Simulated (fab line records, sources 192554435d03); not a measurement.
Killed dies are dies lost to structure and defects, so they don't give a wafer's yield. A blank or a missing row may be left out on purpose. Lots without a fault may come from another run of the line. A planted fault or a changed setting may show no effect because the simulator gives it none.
Chamber matching | flow n5_finfet | N5_BEOL_M9_ETCH_65 on rie_diel-02: 3 sister chambers
The step etches SiARC in CF4, target depth 15.6 nm, time 26 s. 20 wafers are shown with their chamber, then 9 later ones without.

WAFERS WITH THEIR CHAMBER
wafer  | chamber | drypump_motor_current_A (A) | showerhead_plenum_p_Torr (Torr) | throttle_valve_pct (%)
L075.3 | 0       | 4.8                         | 2.13                            | 16.04
L075.4 | 3       | 5.7                         | 2.25                            | 15.74
L075.6 | 3       | 5.7                         | 2.25                            | 15.76
L078.1 | 0       | 4.7                         | 2.13                            | 16.06
L078.3 | 2       | 5.8                         | 2.10                            | 15.20
L078.5 | 3       | 5.7                         | 2.25                            | 15.76
L079.2 | 3       | 5.7                         | 2.25                            | 15.79
L079.3 | 2       | 5.8                         | 2.10                            | 15.22
L079.6 | 3       | 5.7                         | 2.25                            | 15.77
L086.1 | 0       | 4.8                         | 2.13                            | 15.57
L086.3 | 2       | 5.8                         | 2.09                            | 15.24
L086.4 | 3       | 5.7                         | 2.24                            | 15.82
L089.2 | 3       | 5.7                         | 2.24                            | 15.81
L089.3 | 0       | 4.7                         | 2.13                            | 15.60
L089.5 | 0       | 4.7                         | 2.13                            | 15.59
L093.3 | 3       | 5.7                         | 2.24                            | 15.84
L093.4 | 2       | 5.8                         | 2.09                            | 15.27
L093.6 | 3       | 5.7                         | 2.24                            | 15.83
L094.3 | 3       | 5.7                         | 2.24                            | 15.82
L094.4 | 0       | 4.8                         | 2.12                            | 15.61

SIGNATURES (means of the wafers above)
reading                  | chamber 0 | chamber 2 | chamber 3 | scatter within a chamber
drypump_motor_current_A  | 4.750     | 5.800     | 5.700     | 0.0297
showerhead_plenum_p_Torr | 2.1283    | 2.0950    | 2.2450    | 0.00505
throttle_valve_pct       | 15.7450   | 15.2325   | 15.7940   | 0.131
Rule: a wafer's distance from a chamber is the root of the sum, over the readings, of the square of ((its reading less the chamber's mean) divided by the reading's scatter). The wafer belongs to the nearest chamber; if the next one is less than 2 further off, it can't be placed. The scatter: the root of (the sum of the squares of (reading less its chamber's mean) over the shown wafers, divided by (wafers less chambers)).

WAFERS WITHOUT THEIR CHAMBER
wafer  | drypump_motor_current_A (A) | showerhead_plenum_p_Torr (Torr) | throttle_valve_pct (%)
L094.5 | 5.7                         | 2.24                            | 15.83
L095.1 | 4.8                         | 2.12                            | 15.61
L095.4 | 5.7                         | 2.23                            | 15.85
L095.6 | 4.8                         | 2.12                            | 15.62
L096.3 | 4.8                         | 2.12                            | 15.62
L096.4 | 5.8                         | 2.08                            | 15.27
L097.1 | 4.8                         | 2.12                            | 15.64
L097.3 | 5.7                         | 2.23                            | 15.86
L097.6 | 5.7                         | 2.23                            | 15.85

WHICH CHAMBER EACH WENT THROUGH
wafer  | from the rows above | in truth
L094.5 | 3                   | 3
L095.1 | 0                   | 0
L095.4 | 3                   | 3
L095.6 | 0                   | 0
L096.3 | 0                   | 0
L096.4 | 2                   | 2
L097.1 | 0                   | 0
L097.3 | 3                   | 3
L097.6 | 3                   | 3
Placed correctly: 9 of 9. Can't be placed from these rows: 0. Placed wrongly: 0.
